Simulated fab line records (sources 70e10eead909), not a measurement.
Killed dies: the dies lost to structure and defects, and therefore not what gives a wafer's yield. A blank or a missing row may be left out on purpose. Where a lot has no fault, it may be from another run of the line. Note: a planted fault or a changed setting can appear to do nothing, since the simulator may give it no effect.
Problem report, 8D (eight disciplines) form, completed by code | flow nand_harc | the parts of the form that need people (team, actions taken, sign-off) are left out

1. WHAT WENT WRONG
Mean of run_length_s at NHARC_A_WL_FILL_ETCHBACK_04: 155.43 s across 4 wafers in 2 lots; on wafers with no fault it is 141.59 s (standard deviation 0.29). That is +48 standard deviations from the usual mean.
The step: etches the open film in NF3, target depth 60 nm, time 120 s.
Seen first at day 24 02:13 on rie_metal-01, wafer L393.2. At this step, 33 wafers from 11 lots have a number in the record. The rule behind "out" and "out of limits": a value lying over 4 standard deviations away from the usual mean. Any other wafer with a number is counted as sound.

2. WHAT IT IS; WHAT IT IS NOT
question                    | is                             | is not
which readings at this step | run_length_s                   | chamber_pressure_mTorr, drypump_motor_current_A, he_backside_leak_sccm, oes_product_au
which lots                  | L393, L394                     | L384, L387, L389, L391, L401, L402, L404, L406, L407
which wafers of those lots  | L393.2, L393.3, L393.5, L394.2 | L394.1, L394.6
read on which tools         | rie_metal-01                   | rie_metal-03
when                        | from day 24 02:13              | up to then (12 sound wafers); but 17 sound wafers of L394, L401, L402, L404, L406, L407 came after

3. WHAT RULES OUT EACH SUSPECT
Counting: if a tool at a process step up to the reading ran every lot that is out, it stays a suspect. Sound lots after the first of them don't rule it out here, since some wafers of a struck lot are sound.
- har_etch-02 at NHARC_A_SLIT_ETCH_17 (etches the open film in C4F8/O2/Ar, time 4254.5 s, target depth 20300 nm): kept. Ran every lot that is out, first one L393 (day 23 13:41); last sound lot up to then L391 (day 22 22:00).
- rie_metal-01 at NHARC_A_WL_FILL_ETCHBACK_04 (etches the open film in NF3, target depth 60 nm, time 120 s): kept. Ran every lot that is out, first one L393 (day 24 02:13); last sound lot up to then L391 (day 23 09:29). Its own readings are out on those wafers: run_length_s.
- Within rie_metal-01 at NHARC_A_WL_FILL_ETCHBACK_04, the wafers that are out were processed in chamber 1 and their sound lot-mates in chamber 0.
After counting, har_etch-02 at NHARC_A_SLIT_ETCH_17 and rie_metal-01 at NHARC_A_WL_FILL_ETCHBACK_04 remain.

4. THE CAUSE (what the simulator had put in)
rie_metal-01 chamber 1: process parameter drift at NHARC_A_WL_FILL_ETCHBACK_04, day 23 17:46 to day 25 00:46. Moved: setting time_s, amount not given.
Of the 2 suspects that counting leaves, this tool is one.

5. SEQUENCE OF EFFECTS, ordered by route
Each row: a reading where the mean over the struck wafers with a number is more than 3 standard deviations away from the usual. Readings are gone through only where the record gives a usual standard deviation; hours: the median, over the lots, of the time from a lot's start at the first step in this table giving one to that lot's start at this step; sigmas: the change measured in usual standard deviations.
hours | step                        | reading      | usual    | on struck wafers | change | sigmas
0     | NHARC_A_WL_FILL_ETCHBACK_04 | run_length_s | 141.59 s | 155.43           | +13.84 | +48
Its process steps:
- NHARC_A_WL_FILL_ETCHBACK_04: etches the open film in NF3, target depth 60 nm, time 120 s.
At these later measuring or inspecting steps, every struck wafer for which the step has a row has a number for every such reading, and none has moved that far: NHARC_END_SORT_01.

6. HOW IT WOULD HAVE BEEN CAUGHT EARLIER
The fault began at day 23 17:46; the first out-of-limits reading in this record came at day 24 02:13, 8 hours later.
